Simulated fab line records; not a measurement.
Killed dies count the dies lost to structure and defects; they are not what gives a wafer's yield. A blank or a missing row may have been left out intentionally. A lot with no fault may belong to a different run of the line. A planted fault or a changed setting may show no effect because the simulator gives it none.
3 desks, one fault / flow n5-finfet / only its own numbers are on each desk; what lay behind them is given at the end

== THE DEFECT DESK ==
Counts from the inspections along the route, per lot, as means over the sampled wafers that have a number. Any lot whose mean is over 4 standard deviations away from the usual mean is out of limits and marked OUT; that distance is given in the brackets.
Columns: A = raw-defect-count at N5_BEOL_M13_INSPECT_12, usual 2.1; B = raw-defect-count at N5_BEOL_M13_INSPECT_30, usual 2.2
lot=L305; first seen here=day 11 16:37; A=3.0; B=1.0
lot=L304; first seen here=day 12 02:14; A=2.3; B=0.3
lot=L310; first seen here=day 13 15:16; A=1.7; B=8.3 (+4.1) OUT
lot=L316; first seen here=day 14 22:47; A=1.3; B=4.7
lot=L315; first seen here=day 14 23:57; A=3.7; B=3.0
lot=L320; first seen here=day 15 13:33; A=3.0; B=1.3
This desk's verdict: out of limits on L310, starting with L310 at day 13 16:20 (raw-defect-count at N5_BEOL_M13_INSPECT_30). L305, L304, L316, L315, L320: within limits.

== AT THE METROLOGY DESK ==
What the gauges read, lot by lot, whatever tool the lot ran on: means of the sampled wafers that have a number. Any lot whose mean is over 4 standard deviations away from the usual mean is out of limits and marked OUT; that distance is given in the brackets.
Columns: A = cd-nm at N5_BEOL_M13_CD_MEAS_10, usual 190.2 nm; B = V12_OVL at N5_BEOL_M13_OVL_MEAS_11, usual 4 nm; C = cd-nm at N5_BEOL_M13_CD_MEAS_17, usual 190.7 nm; D = cd-nm at N5_BEOL_M13_CD_MEAS_28, usual 209.8 nm; E = M13_OVL at N5_BEOL_M13_OVL_MEAS_29, usual 1 nm
lot=L305; first seen here=day 11 16:33; A=186.7; B=4; C=187.9; D=209.9; E=3
lot=L304; first seen here=day 12 02:11; A=191.0; B=8; C=192.1; D=210.5; E=6
lot=L310; first seen here=day 13 15:13; A=191.1; B=-2; C=192.0; D=209.6; E=2
lot=L316; first seen here=day 14 22:44; A=191.3; B=-1; C=191.3; D=209.4; E=5
lot=L315; first seen here=day 14 23:53; A=189.1; B=3; C=189.7; D=210.0; E=1
lot=L320; first seen here=day 15 13:30; A=190.3; B=9; C=190.5; D=209.0; E=-0
This desk's verdict: no lot among the 6 shows anything out of limits.

== TOOL OWNER'S DESK, rie-diel-03 ==
The tool's own readings at N5_BEOL_M13_VIA_ETCH_16 (etches SiOC in C4F8/O2/Ar, target depth 921.7 nm): means of the sampled wafers that have a number, for each lot that ran on this tool. Any lot whose mean is over 4 standard deviations away from the usual mean is out of limits and marked OUT; that distance is given in the brackets.
Columns: A = C4F8_flow_sccm at N5_BEOL_M13_VIA_ETCH_16, usual 15.00 sccm; B = drypump-motor-current-A at N5_BEOL_M13_VIA_ETCH_16, usual 5.6 A; C = oes-product-au at N5_BEOL_M13_VIA_ETCH_16, usual 0.71 a.u.; D = rf-vpp-V at N5_BEOL_M13_VIA_ETCH_16, usual 666 V; E = showerhead-plenum-p-Torr at N5_BEOL_M13_VIA_ETCH_16, usual 3.45 Torr; F = throttle-valve-pct at N5_BEOL_M13_VIA_ETCH_16, usual 24.27 %
lot=L305; first seen here=day 11 16:44; A=14.97; B=5.8; C=0.79; D=664; E=3.38; F=24.29
lot=L310; first seen here=day 13 15:23; A=14.98; B=5.4; C=0.71; D=662; E=3.30; F=24.53
lot=L316; first seen here=day 14 22:55; A=15.01; B=5.7; C=0.64; D=664; E=3.34; F=24.47
This desk's verdict: no lot among the 3 shows anything out of limits.

== BROUGHT TOGETHER ==
The defect desk could have raised an alarm at day 13 16:20, on L310.
At the metrology desk, nothing out of limits was observed.
The tool owner's desk saw nothing out of limits.
The metrology desk holds a record of L310, inside its limits.
Tool owner's desk: L310 on record, inside its limits.
Every lot named ran N5_BEOL_M13_VIA_ETCH_16 on rie-diel-03.

== WHAT THE SIMULATOR HAD PUT IN ==
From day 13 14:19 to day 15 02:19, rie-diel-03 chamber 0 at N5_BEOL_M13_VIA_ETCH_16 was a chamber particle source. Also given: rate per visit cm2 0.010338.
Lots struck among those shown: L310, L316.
Hours from the fault's start to each desk's first reading out of limits: the defect desk, 2.
